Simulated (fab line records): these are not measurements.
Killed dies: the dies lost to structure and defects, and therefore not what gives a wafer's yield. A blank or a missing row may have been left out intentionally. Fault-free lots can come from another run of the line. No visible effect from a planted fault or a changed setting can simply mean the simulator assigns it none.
fab line records | flow n5_finfet | part 2 of 2: steps 30 to 42 of 42
record: lots: 5 | wafers: 15 | last_day: 18
route steps=1938 shown ZERO_LAYER@5 WELL_APT@20
lots with no fault: from the same line, run without faults
start_h: hours from the record's opening day to when the first of the lot's shown wafers began | wait_h: time in hours since the lot's previous step | " unchanged from the row above | L1.1+2: several wafers, shown together as one row | - no value present, or no start provided | * or withheld: withheld | < > ~ a bound
route shown NAME@n: a module of which the file shows steps, and the number in the route of the first | usual: mean/standard deviation of fault-free wafers | same: alike in all rows | chamber/n: place in a boat | sites: per-site readings | _std_site: the values' standard deviation | _edge_site: outer sites' mean less inner sites' | radius_mm: for every site, how far away it sits from the centre of the wafer | mask NAME#n: copy n | behind: the tool/chamber that last shaped the wafer | hold: the reason the lot was held/the length of the hold in hours/how it ended | device: transistor that didn't switch, given as n, p or np | end of line: at the end of the route, the tests of the same wafers | a step without rows: its recipe alone | killed: the dies lost at the first sort to structure and to defects; this is not the yield of the wafer | map: a wafer's dies, x killed, . not, _ none there
set.NAME: the run value of the setting; set.NAME@STEP: its run value at that earlier step | model.NAME: the simulator's own value behind a step, which no gauge read
a table for each step, a row for each wafer; lots at some steps of the route
services: from which hour (start_h, from the record's first day; less than 0 if before it) a tool's chamber was out of use, for how many hours, and why
== steps ==
step: N5_WELL_APT_STRIP_16
recipe: chemistry: SPM | time_s: 900 | temp_c: 130 | h2so4_h2o2_vol_ratio: 4 | dry: ipa_marangoni
usual: bath_heat_duty_pct: 15.2/1.7
lot.wafer | tool         | chamber | start_h | wait_h | bath_heat_duty_pct
L078.1    | wet_bench-04 | 3       | 38.54   | 0.2    | 14.9
L078.2    | "            | 2       | "       | "      | 16.1
L078.4    | "            | 1       | "       | "      | 16.7
L083.1    | wet_bench-04 | 2       | 68.41   | 0.2    | 16.6
L083.3    | "            | 0       | "       | "      | 16.6
L083.4    | "            | 1       | "       | "      | 15.6
L085.3    | wet_bench-06 | 1       | 80.20   | 0.2    | 16.3
L085.4    | "            | 0       | "       | "      | 15.1
L085.6    | "            | 5       | "       | "      | 14.9
L086.2    | wet_bench-04 | 6       | 86.33   | 0.2    | 15.9
L086.5    | "            | 7       | "       | "      | 14.8
L086.6    | "            | 5       | "       | "      | 19.6
L096.1    | wet_bench-06 | 0       | 146.38  | 0.2    | 15.3
L096.3    | "            | 7       | "       | "      | 13.4
L096.5    | "            | 1       | "       | "      | 16.0
step: N5_WELL_APT_HMDS_18
recipe: time_s: 60 | temp_c: 120
lot.wafer  | tool           | chamber | start_h | wait_h
L078.1+2+4 | litho_track-01 | 0       | 38.82   | 0.0
L083.1+3+4 | litho_track-03 | 0       | 68.68   | 0.0
L085.3+4+6 | litho_track-03 | 0       | 80.48   | 0.0
L086.2+5+6 | litho_track-01 | 0       | 86.60   | 0.0
L096.1+3+5 | litho_track-04 | 0       | 146.65  | 0.0
step: N5_WELL_APT_COAT_19
recipe: spin_rpm: 1357 | resist_thk_nm: 950
lot.wafer  | tool           | chamber | start_h | wait_h
L078.1+2+4 | litho_track-01 | 0       | -       | -
L083.1+3+4 | litho_track-03 | 0       | -       | -
L085.3+4+6 | litho_track-03 | 0       | -       | -
L086.2+5+6 | litho_track-01 | 0       | -       | -
L096.1+3+5 | litho_track-04 | 0       | -       | -
step: N5_WELL_APT_EBR_21
recipe: solvent: PGMEA | ebr_width_mm: 1.5
lot.wafer  | tool           | chamber | start_h | wait_h
L078.1+2+4 | litho_track-01 | 0       | -       | -
L083.1+3+4 | litho_track-03 | 0       | -       | -
L085.3+4+6 | litho_track-03 | 0       | -       | -
L086.2+5+6 | litho_track-01 | 0       | -       | -
L096.1+3+5 | litho_track-04 | 0       | -       | -
step: N5_WELL_APT_SOFTBAKE_20
recipe: temp_c: 130 | time_s: 60
lot.wafer  | tool           | chamber | start_h | wait_h
L078.1+2+4 | litho_track-01 | 0       | -       | -
L083.1+3+4 | litho_track-03 | 0       | -       | -
L085.3+4+6 | litho_track-03 | 0       | -       | -
L086.2+5+6 | litho_track-01 | 0       | -       | -
L096.1+3+5 | litho_track-04 | 0       | -       | -
step: N5_WELL_APT_EXPOSE_22
recipe: mask_id: PWELL | na: 0.8 | source_shape: conventional | sigma_outer: 0.8 | polarization: unpolarized | defocus_nm: 0 | target_cd_nm: 200 | dose_mj: 23.2
lot.wafer  | tool           | chamber | start_h | wait_h | mask
L078.1+2+4 | krf_scanner-01 | 0       | 39.08   | -      | PWELL#0
L083.1+3+4 | krf_scanner-02 | 0       | 68.78   | -      | PWELL#0
L085.3+4+6 | krf_scanner-01 | 0       | 80.71   | -      | PWELL#0
L086.2+5+6 | krf_scanner-02 | 0       | 86.83   | -      | PWELL#0
L096.1+3+5 | krf_scanner-01 | 0       | 146.75  | -      | PWELL#0
step: N5_WELL_APT_PEB_23
recipe: peb_temp_c: 130 | peb_time_s: 90
same: peb_time_s: 90
lot.wafer  | tool           | chamber | start_h | wait_h
L078.1+2+4 | litho_track-01 | 0       | 39.14   | 0.1
L083.1+3+4 | litho_track-04 | 0       | 68.84   | 0.1
L085.3+4+6 | litho_track-03 | 0       | 80.76   | 0.0
L086.2+5+6 | litho_track-04 | 0       | 86.88   | 0.0
L096.1+3+5 | litho_track-03 | 0       | 146.81  | 0.1
step: N5_WELL_APT_DEVELOP_24
recipe: develop_time_s: 45 | rinse_liquid: surfactant_rinse | dry: air_spin | dev_temp_c: 21
same: develop_time_s: 45
lot.wafer  | tool           | chamber | start_h | wait_h
L078.1+2+4 | litho_track-01 | 0       | -       | -
L083.1+3+4 | litho_track-04 | 0       | -       | -
L085.3+4+6 | litho_track-03 | 0       | -       | -
L086.2+5+6 | litho_track-04 | 0       | -       | -
L096.1+3+5 | litho_track-03 | 0       | -       | -
step: N5_WELL_APT_HARDBAKE_29
recipe: temp_c: 130 | time_s: 120
lot.wafer  | tool           | chamber | start_h | wait_h
L078.1+2+4 | litho_track-01 | 0       | -       | -
L083.1+3+4 | litho_track-04 | 0       | -       | -
L085.3+4+6 | litho_track-03 | 0       | -       | -
L086.2+5+6 | litho_track-04 | 0       | -       | -
L096.1+3+5 | litho_track-03 | 0       | -       | -
step: N5_WELL_APT_CD_MEAS_25
recipe: target_cd_nm: 200 | landing_energy_ev: 500 | detector: se_inlens
usual: cd_nm: 199.9/2.1
lot.wafer | tool      | chamber | start_h | wait_h | cd_nm
L078.1    | cd_sem-02 | 0       | 39.25   | -      | 197.5
L078.2    | "         | 0       | "       | "      | 198.1
L078.4    | "         | 0       | "       | "      | 196.7
L083.1    | cd_sem-01 | 0       | 68.95   | -      | 199.7
L083.3    | "         | 0       | "       | "      | 201.3
L083.4    | "         | 0       | "       | "      | 200.1
L085.3    | cd_sem-03 | 0       | 80.87   | -      | 200.7
L085.4    | "         | 0       | "       | "      | 198.4
L085.6    | "         | 0       | "       | "      | 201.1
L086.2    | cd_sem-02 | 0       | 87.00   | -      | 203.8
L086.5    | "         | 0       | "       | "      | 202.5
L086.6    | "         | 0       | "       | "      | 203.7
L096.1    | cd_sem-02 | 0       | 146.92  | -      | 197.9
L096.3    | "         | 0       | "       | "      | 201.4
L096.5    | "         | 0       | "       | "      | 199.3
step: N5_WELL_APT_OVL_MEAS_26
recipe: points_per_wafer: 44
usual: PWELL_OVL: -3/5.7
lot.wafer | tool       | chamber | start_h | wait_h | PWELL_OVL[nm]
L078.1    | overlay-01 | 0       | 39.28   | 0.0    | 1
L078.2    | "          | 0       | "       | "      | 5
L078.4    | "          | 0       | "       | "      | 4
L083.1    | overlay-02 | 0       | 69.00   | 0.0    | -3
L083.3    | "          | 0       | "       | "      | 4
L083.4    | "          | 0       | "       | "      | 2
L085.3    | overlay-02 | 0       | 80.90   | 0.0    | -10
L085.4    | "          | 0       | "       | "      | -5
L085.6    | "          | 0       | "       | "      | 0
L086.2    | overlay-01 | 0       | 87.03   | 0.0    | 1
L086.5    | "          | 0       | "       | "      | -12
L086.6    | "          | 0       | "       | "      | 0
L096.1    | overlay-01 | 0       | 146.95  | 0.0    | 3
L096.3    | "          | 0       | "       | "      | -1
L096.5    | "          | 0       | "       | "      | -1
step: N5_WELL_APT_INSPECT_27
recipe: mode: adi | inspect_instrument: macro
usual: raw_defect_count: 2.1/1.6
lot.wafer | tool              | chamber | start_h | wait_h | raw_defect_count
L078.1    | defect_inspect-02 | -       | 39.31   | 0.0    | 1
L078.2    | "                 | -       | "       | "      | 3
L078.4    | "                 | -       | "       | "      | 1
L083.1    | defect_inspect-02 | -       | 69.02   | 0.0    | 7
L083.3    | "                 | -       | "       | "      | 2
L083.4    | "                 | -       | "       | "      | 2
L085.3    | defect_inspect-02 | -       | 80.93   | 0.0    | 3
L085.4    | "                 | -       | "       | "      | 0
L085.6    | "                 | -       | "       | "      | 3
L086.2    | defect_inspect-02 | -       | 87.05   | 0.0    | 3
L086.5    | "                 | -       | "       | "      | 0
L086.6    | "                 | -       | "       | "      | 4
L096.1    | defect_inspect-02 | -       | 146.98  | 0.0    | 2
L096.3    | "                 | -       | "       | "      | 3
L096.5    | "                 | -       | "       | "      | 2
step: N5_WELL_APT_DESCUM_30
recipe: chemistry: O2 | time_s: 7.9 | source_power_w: 50 | bias_power_w: 20 | pressure_mtorr: 20 | rf_frequency_hz: 2.712e+07 | temp_c: 40 | o2_flow_sccm: 225
usual: drypump_motor_current_A: 5.6/0.63 | o2_flow_sccm: 225.0/0.75 | oes_product_au: 0.81/0.1 | rf_vpp_V: 242.4/1.2 | showerhead_plenum_p_Torr: 2.04/0.054 | throttle_valve_pct: 20.47/0.2
lot.wafer | tool        | chamber | start_h | wait_h | drypump_motor_current_A | o2_flow_sccm | oes_product_au | rf_hours_counter_h | rf_vpp_V | showerhead_plenum_p_Torr | throttle_valve_pct
L078.1    | rie_diel-06 | 3       | 39.34   | 0.0    | 6.7                     | 223.3        | 0.72           | 220                | 243.4    | 2.08                     | 20.82
L078.2    | "           | 2       | "       | "      | 5.4                     | 224.9        | 0.77           | 174                | 242.1    | 1.99                     | 20.51
L078.4    | "           | 0       | "       | "      | 5.2                     | 225.9        | 0.93           | 12                 | 244.0    | 2.04                     | 20.29
L083.1    | rie_diel-06 | 3       | 69.06   | 0.0    | 6.7                     | 224.8        | 0.71           | 231                | 244.2    | 2.08                     | 20.83
L083.3    | "           | 2       | "       | "      | 5.4                     | 226.0        | 0.76           | 183                | 241.1    | 1.98                     | 20.51
L083.4    | "           | 0       | "       | "      | 5.2                     | 224.0        | 0.91           | 22                 | 243.7    | 2.04                     | 20.31
L085.3    | rie_diel-06 | 2       | 80.99   | 0.1    | 5.4                     | 225.4        | 0.75           | 186                | 241.3    | 1.98                     | 20.51
L085.4    | "           | 0       | "       | "      | 5.2                     | 224.5        | 0.90           | 25                 | 243.0    | 2.04                     | 20.32
L085.6    | "           | 0       | "       | "      | 5.2                     | 224.6        | 0.91           | -                  | 243.0    | 2.04                     | 20.31
L086.2    | rie_diel-04 | 0       | 87.27   | 0.2    | 5.5                     | 225.9        | 0.78           | 112                | 241.5    | 2.01                     | 20.35
L086.5    | "           | 1       | "       | "      | 6.1                     | 224.7        | 0.92           | -                  | 242.9    | 2.07                     | 20.29
L086.6    | "           | 2       | "       | "      | 5.8                     | 225.1        | 0.71           | -                  | 243.3    | 2.06                     | 20.49
L096.1    | rie_diel-06 | 0       | 147.05  | 0.1    | 5.2                     | 224.7        | 0.86           | 50                 | 242.2    | 2.03                     | 20.34
L096.3    | "           | 1       | "       | "      | 4.9                     | 225.2        | 0.84           | 82                 | 243.9    | 2.01                     | 20.32
L096.5    | "           | 2       | "       | "      | 5.4                     | 225.3        | 0.73           | -                  | 241.0    | 1.98                     | 20.57
== services ==
tool           | chamber | start_h | hours | kind
krf_scanner-01 | -       | 28.69   | 0.5   | repair
rie_diel-04    | 2       | 31.94   | 2.5   | repair
krf_scanner-02 | -       | 33.41   | 13.5  | repair
krf_scanner-01 | -       | 33.87   | 0.1   | repair
implanter-01   | -       | 35.37   | 0.8   | repair
krf_scanner-02 | -       | 46.94   | 0.8   | pm
krf_scanner-01 | -       | 49.89   | 4.0   | pm
implanter-02   | -       | 58.06   | 3.4   | repair
rie_diel-01    | 3       | 76.84   | 10.0  | repair
krf_scanner-02 | -       | 81.40   | 3.9   | repair
rie_si-03      | -       | 81.65   | 0.4   | repair
rie_diel-06    | 3       | 81.71   | 6.0   | repair
krf_scanner-01 | -       | 86.56   | 1.0   | pm
krf_scanner-01 | -       | 88.09   | 1.3   | pm
rie_diel-05    | 1       | 91.99   | 2.6   | repair
rie_diel-02    | 1       | 92.88   | 3.0   | repair
krf_scanner-02 | -       | 95.46   | 3.6   | pm
rie_diel-03    | -       | 97.60   | 2.8   | pm
implanter-02   | -       | 101.57  | 5.8   | pm
rie_diel-02    | 1       | 113.71  | 14.4  | repair
rie_diel-04    | 1       | 120.81  | 9.9   | repair
krf_scanner-01 | -       | 135.32  | 0.8   | pm
implanter-01   | -       | 137.21  | 0.8   | repair
litho_track-02 | -       | 142.92  | -     | consumable_replace:filter
